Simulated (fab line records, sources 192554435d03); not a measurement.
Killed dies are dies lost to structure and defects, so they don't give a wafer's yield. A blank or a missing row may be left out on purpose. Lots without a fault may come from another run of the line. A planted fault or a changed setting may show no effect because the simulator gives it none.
Which tool did it? | flow n5_finfet | 24 lots, 72 wafers sampled, at 5 steps of a route of 1938

WHAT THE GAUGES READ, wafer by wafer
N5_BEOL_M5_OCD_MEAS_38. Usual: trench_depth_nm 72.4 nm, standard deviation 1.7.
lot  | measured     | on     | trench_depth_nm (nm) | flag
L075 | day 10 19:20 | ocd-02 | 69.8 71.7 72.0       |
L074 | day 10 23:53 | ocd-02 | 73.3 71.6 72.6       |
L076 | day 11 15:16 | ocd-02 | 70.8 72.7 71.8       |
L077 | day 11 22:22 | ocd-02 | 71.5 71.7 72.3       |
L080 | day 12 06:43 | ocd-01 | 77.6 72.6 71.5       |
L081 | day 12 07:06 | ocd-01 | 72.2 72.3 73.2       |
L079 | day 12 16:02 | ocd-01 | 71.4 74.3 72.1       |
L078 | day 12 22:18 | ocd-02 | 72.2 72.0 71.8       |
L083 | day 13 04:03 | ocd-01 | 70.4 73.1 73.0       |
L082 | day 13 04:32 | ocd-01 | 77.5 73.0 72.9       |
L085 | day 13 11:23 | ocd-01 | 72.5 73.1 75.5       |
L086 | day 13 17:31 | ocd-01 | 71.7 74.3 74.3       |
L084 | day 14 04:29 | ocd-01 | 71.5 72.2 71.6       |
L088 | day 14 10:52 | ocd-01 | 77.2 73.1 74.0       |
L089 | day 14 14:05 | ocd-02 | 72.5 72.1 72.8       |
L087 | day 14 17:20 | ocd-02 | 73.7 72.7 71.3       |
L091 | day 14 19:49 | ocd-01 | 71.7 73.1 71.5       |
L090 | day 15 14:20 | ocd-02 | 70.4 73.9 70.7       |
L094 | day 15 20:58 | ocd-02 | 72.2 71.0 71.8       |
L093 | day 15 21:22 | ocd-01 | 72.7 72.8 74.0       |
L092 | day 15 23:08 | ocd-02 | 75.6 71.9 71.7       |
L096 | day 16 19:09 | ocd-02 | 70.3 70.5 70.0       |
L097 | day 16 20:50 | ocd-02 | 71.8 72.6 71.4       |
L095 | day 17 23:55 | ocd-01 | 71.3 72.1 72.0       |

N5_BEOL_M5_THK_MEAS_53: measures by xrf. Usual: M5_THK 63.3 nm, standard deviation 2.2.
lot  | measured     | on            | M5_THK (nm)    | flag
L075 | day 11 02:10 | film_metro-01 | 62.0 63.2 64.4 |
L074 | day 11 06:58 | film_metro-02 | 66.3 62.7 64.1 |
L076 | day 11 22:35 | film_metro-01 | 62.7 62.2 63.0 |
L077 | day 12 06:02 | film_metro-02 | 62.4 59.2 65.8 |
L080 | day 12 13:08 | film_metro-02 | 68.8 62.7 60.9 |
L081 | day 12 13:42 | film_metro-02 | 63.0 61.8 63.1 |
L079 | day 13 01:06 | film_metro-02 | 62.9 62.5 63.3 |
L078 | day 13 04:59 | film_metro-01 | 64.5 63.4 58.6 |
L083 | day 13 10:50 | film_metro-02 | 60.4 66.4 59.8 |
L082 | day 13 12:03 | film_metro-01 | 67.9 63.6 63.6 |
L085 | day 13 17:50 | film_metro-01 | 65.9 64.5 68.0 |
L086 | day 14 00:36 | film_metro-02 | 62.0 64.7 63.6 |
L084 | day 14 11:08 | film_metro-01 | 62.0 63.7 62.9 |
L088 | day 14 17:44 | film_metro-01 | 70.0 63.6 64.5 |
L089 | day 14 20:29 | film_metro-02 | 62.3 62.4 63.2 |
L087 | day 15 00:55 | film_metro-01 | 65.4 61.0 59.3 |
L091 | day 15 04:14 | film_metro-01 | 63.2 62.6 60.3 |
L090 | day 15 22:16 | film_metro-02 | 60.8 66.2 61.4 |
L094 | day 16 04:05 | film_metro-02 | 63.9 62.7 63.1 |
L093 | day 16 04:04 | film_metro-01 | 64.4 64.1 65.2 |
L092 | day 16 08:38 | film_metro-01 | 68.8 64.9 64.3 |
L096 | day 17 02:22 | film_metro-01 | 60.1 60.1 60.9 |
L097 | day 17 03:55 | film_metro-02 | 64.1 63.8 62.1 |
L095 | day 18 07:59 | film_metro-02 | 63.6 64.5 64.3 |

WHICH TOOL RAN EACH LOT (tool, then ch and the chambers of the sampled wafers, then the start)
lot  | N5_BEOL_M5_ETCH_67                 | N5_BEOL_M5_SPUTTER_48        | N5_BEOL_M5_ANNEAL_51
L075 | rie_diel-02 ch 0,1, day 10 18:58   | pvd_sputter-01, day 10 20:46 | rtp_anneal-02 ch 0, day 11 01:35
L074 | rie_diel-02 ch 1,2,3, day 10 23:31 | pvd_sputter-01, day 11 01:49 | rtp_anneal-02 ch 0, day 11 06:27
L076 | rie_diel-06 ch 0,2, day 11 14:54   | pvd_sputter-01, day 11 17:25 | rtp_anneal-02 ch 0, day 11 21:58
L077 | rie_diel-02 ch 1,2, day 11 21:59   | pvd_sputter-03, day 12 00:54 | rtp_anneal-01 ch 0, day 12 05:32
L080 | rie_diel-03 ch 0,1,2, day 12 06:21 | pvd_sputter-03, day 12 07:59 | rtp_anneal-02 ch 0, day 12 12:35
L081 | rie_diel-03 ch 1,2,3, day 12 06:44 | pvd_sputter-02, day 12 08:22 | rtp_anneal-02 ch 0, day 12 13:05
L079 | rie_diel-02 ch 0,1,3, day 12 15:40 | pvd_sputter-01, day 12 17:37 | rtp_anneal-02 ch 0, day 13 00:34
L078 | rie_diel-02 ch 1,2,3, day 12 21:56 | pvd_sputter-03, day 12 23:50 | rtp_anneal-01 ch 0, day 13 04:26
L083 | rie_diel-02 ch 0,1,2, day 13 03:41 | pvd_sputter-01, day 13 05:29 | rtp_anneal-02 ch 0, day 13 10:16
L082 | rie_diel-03 ch 0,2,3, day 13 04:10 | pvd_sputter-02, day 13 06:54 | rtp_anneal-01 ch 0, day 13 11:30
L085 | rie_diel-06 ch 0,1,3, day 13 11:01 | pvd_sputter-02, day 13 12:41 | rtp_anneal-01 ch 0, day 13 17:14
L086 | rie_diel-06 ch 0,1, day 13 17:09   | pvd_sputter-02, day 13 19:14 | rtp_anneal-02 ch 0, day 14 00:06
L084 | rie_diel-02 ch 2,3, day 14 04:07   | pvd_sputter-02, day 14 06:00 | rtp_anneal-02 ch 0, day 14 10:35
L088 | rie_diel-03 ch 0,2,3, day 14 10:30 | pvd_sputter-02, day 14 12:35 | rtp_anneal-02 ch 0, day 14 17:13
L089 | rie_diel-03 ch 2,3, day 14 13:43   | pvd_sputter-01, day 14 15:20 | rtp_anneal-02 ch 0, day 14 19:56
L087 | rie_diel-06 ch 0,1,3, day 14 16:58 | pvd_sputter-02, day 14 18:59 | rtp_anneal-01 ch 0, day 14 23:35
L091 | rie_diel-06 ch 0,2,3, day 14 19:26 | pvd_sputter-03, day 14 21:21 | rtp_anneal-02 ch 0, day 15 03:38
L090 | rie_diel-06 ch 1,2,3, day 15 13:58 | pvd_sputter-01, day 15 17:07 | rtp_anneal-01 ch 0, day 15 21:43
L094 | rie_diel-02 ch 1,2,3, day 15 20:36 | pvd_sputter-03, day 15 22:50 | rtp_anneal-02 ch 0, day 16 03:32
L093 | rie_diel-03 ch 1,2, day 15 20:59   | pvd_sputter-02, day 15 22:49 | rtp_anneal-01 ch 0, day 16 03:28
L092 | rie_diel-06 ch 1,3, day 15 22:46   | pvd_sputter-02, day 16 03:28 | rtp_anneal-01 ch 0, day 16 08:01
L096 | rie_diel-02 ch 1,2,3, day 16 18:47 | pvd_sputter-01, day 16 21:13 | rtp_anneal-02 ch 0, day 17 01:49
L097 | rie_diel-02 ch 0,1,2, day 16 20:28 | pvd_sputter-02, day 16 22:33 | rtp_anneal-02 ch 0, day 17 03:19
L095 | rie_diel-06 ch 2,3, day 17 23:32   | pvd_sputter-03, day 18 01:45 | rtp_anneal-01 ch 0, day 18 07:26
- N5_BEOL_M5_ETCH_67: etches SiARC in CF4, target depth 15.6 nm, time 26 s.
- N5_BEOL_M5_SPUTTER_48: material Cu, target thk 15 nm, time 27.62 s.
- N5_BEOL_M5_ANNEAL_51: time 90 s.

WHAT THE TOOLS THEMSELVES READ (means of the sampled wafers that have a number; where no wafer has one, the mark that the record gives instead)
N5_BEOL_M5_ETCH_67. Usual: drypump_motor_current_A 5.7 A, standard deviation 0.35; etch_rf_on_time_s 25.5 s, standard deviation 0.66; oes_product_au 0.70 a.u., standard deviation 0.077; rf_fwd_power_W 532.7 W, standard deviation 2.4; rf_vpp_V 183.9 V, standard deviation 1.3; showerhead_plenum_p_Torr 2.13 Torr, standard deviation 0.079; throttle_valve_pct 15.50 %, standard deviation 0.19.
lot  | tool        | drypump_motor_current_A (A) | etch_rf_on_time_s (s) | oes_product_au (a.u.) | rf_fwd_power_W (W) | rf_vpp_V (V) | showerhead_plenum_p_Torr (Torr) | throttle_valve_pct (%) | flag
L075 | rie_diel-02 | 5.5                         | 26.0                  | 0.63                  | 530.9              | 183.3        | 2.09                            | 15.64                  |
L074 | rie_diel-02 | 5.7                         | 25.7                  | 0.65                  | 531.4              | 183.0        | 2.08                            | 15.55                  |
L076 | rie_diel-06 | 5.9                         | 25.5                  | 0.69                  | 533.1              | 184.3        | 2.16                            | 15.35                  |
L077 | rie_diel-02 | 5.6                         | 25.6                  | 0.65                  | 533.1              | 182.9        | 2.01                            | 15.61                  |
L080 | rie_diel-03 | 6.0                         | 24.1                  | 0.68                  | 531.2              | 184.8        | 2.18                            | 15.58                  |
L081 | rie_diel-03 | 5.7                         | 25.6                  | 0.69                  | 531.1              | 184.9        | 2.23                            | 15.66                  |
L079 | rie_diel-02 | 5.7                         | 25.6                  | 0.70                  | 532.5              | 183.4        | 2.12                            | 15.52                  |
L078 | rie_diel-02 | 5.6                         | 25.9                  | 0.64                  | 532.7              | 183.3        | 2.08                            | 15.57                  |
L083 | rie_diel-02 | 5.6                         | 25.6                  | 0.70                  | 531.5              | 183.0        | 2.05                            | 15.56                  |
L082 | rie_diel-03 | 5.8                         | 24.5                  | 0.72                  | 532.8              | 184.4        | 2.21                            | 15.40                  |
L085 | rie_diel-06 | 5.7                         | 25.4                  | 0.76                  | 535.9              | 184.4        | 2.13                            | 15.37                  |
L086 | rie_diel-06 | 5.7                         | 25.1                  | 0.80                  | 533.7              | 185.1        | 2.15                            | 15.22                  |
L084 | rie_diel-02 | 5.8                         | 25.8                  | 0.63                  | 533.1              | 183.2        | 2.04                            | 15.64                  |
L088 | rie_diel-03 | 5.9                         | 24.9                  | 0.70                  | 531.5              | 184.3        | 2.21                            | 15.42                  |
L089 | rie_diel-03 | 5.9                         | 25.4                  | 0.72                  | 531.2              | 185.0        | 2.24                            | 15.46                  |
L087 | rie_diel-06 | 5.7                         | 25.7                  | 0.73                  | 533.8              | 184.0        | 2.13                            | 15.39                  |
L091 | rie_diel-06 | 5.6                         | 25.6                  | 0.69                  | 533.3              | 184.2        | 2.13                            | 15.45                  |
L090 | rie_diel-06 | 5.4                         | 25.3                  | 0.75                  | 533.1              | 185.1        | 2.14                            | 15.36                  |
L094 | rie_diel-02 | 5.7                         | 25.9                  | 0.62                  | 532.6              | 182.0        | 2.07                            | 15.62                  |
L093 | rie_diel-03 | 6.1                         | 25.2                  | 0.74                  | 530.8              | 185.1        | 2.20                            | 15.50                  |
L092 | rie_diel-06 | 5.4                         | 25.6                  | 0.75                  | 535.3              | 183.2        | 2.11                            | 15.46                  |
L096 | rie_diel-02 | 5.7                         | 25.9                  | 0.62                  | 532.6              | 183.7        | 2.07                            | 15.63                  |
L097 | rie_diel-02 | 5.6                         | 25.8                  | 0.67                  | 531.0              | 182.7        | 2.04                            | 15.62                  |
L095 | rie_diel-06 | 5.3                         | 25.9                  | 0.69                  | 533.2              | 183.4        | 2.11                            | 15.54                  |

N5_BEOL_M5_SPUTTER_48. Usual: throttle_valve_pct 30.3 %, standard deviation 0.59.
lot  | tool           | throttle_valve_pct (%) | flag
L075 | pvd_sputter-01 | 30.6                   |
L074 | pvd_sputter-01 | 30.2                   |
L076 | pvd_sputter-01 | 30.2                   |
L077 | pvd_sputter-03 | 29.4                   |
L080 | pvd_sputter-03 | 30.5                   |
L081 | pvd_sputter-02 | 30.4                   |
L079 | pvd_sputter-01 | 30.3                   |
L078 | pvd_sputter-03 | 30.1                   |
L083 | pvd_sputter-01 | 30.3                   |
L082 | pvd_sputter-02 | 30.6                   |
L085 | pvd_sputter-02 | 30.4                   |
L086 | pvd_sputter-02 | 30.4                   |
L084 | pvd_sputter-02 | 30.0                   |
L088 | pvd_sputter-02 | 30.5                   |
L089 | pvd_sputter-01 | 30.2                   |
L087 | pvd_sputter-02 | 30.4                   |
L091 | pvd_sputter-03 | 30.9                   |
L090 | pvd_sputter-01 | 30.2                   |
L094 | pvd_sputter-03 | 30.0                   |
L093 | pvd_sputter-02 | 30.0                   |
L092 | pvd_sputter-02 | 30.5                   |
L096 | pvd_sputter-01 | 30.5                   |
L097 | pvd_sputter-02 | 30.5                   |
L095 | pvd_sputter-03 | 30.6                   |

N5_BEOL_M5_ANNEAL_51. Usual: wafer_temp_C_max 225.87, standard deviation 0.24.
lot  | tool          | wafer_temp_C_max | flag
L075 | rtp_anneal-02 | 225.80           |
L074 | rtp_anneal-02 | 226.09           |
L076 | rtp_anneal-02 | 225.90           |
L077 | rtp_anneal-01 | 225.98           |
L080 | rtp_anneal-02 | 226.09           |
L081 | rtp_anneal-02 | 225.79           |
L079 | rtp_anneal-02 | 225.67           |
L078 | rtp_anneal-01 | 225.87           |
L083 | rtp_anneal-02 | 225.74           |
L082 | rtp_anneal-01 | 226.17           |
L085 | rtp_anneal-01 | 225.48           |
L086 | rtp_anneal-02 | 226.06           |
L084 | rtp_anneal-02 | 226.00           |
L088 | rtp_anneal-02 | 225.98           |
L089 | rtp_anneal-02 | 225.54           |
L087 | rtp_anneal-01 | 225.91           |
L091 | rtp_anneal-02 | 225.55           |
L090 | rtp_anneal-01 | 225.72           |
L094 | rtp_anneal-02 | 225.86           |
L093 | rtp_anneal-01 | 225.68           |
L092 | rtp_anneal-01 | 225.84           |
L096 | rtp_anneal-02 | 225.92           |
L097 | rtp_anneal-02 | 225.73           |
L095 | rtp_anneal-01 | 226.03           |

THE ANSWER, worked out from the rows above alone
Rule: a lot is off if the mean of its wafers that have a number lies more than 3 standard deviations from the usual mean. A lot without any number at a reading at which 4 lots or more have one is off too. The other lots that the step has rows for count as sound. The gauges are gone through in route order, then the tools' own readings, and for those a lot's mean is taken as printed above. The first step at which some lot is off is used, and at that step the reading that is off furthest; a lot without a number counts as furthest.
No lot is off at any reading shown: from this, nothing can be told.

WHAT THE SIMULATOR HAD PUT IN
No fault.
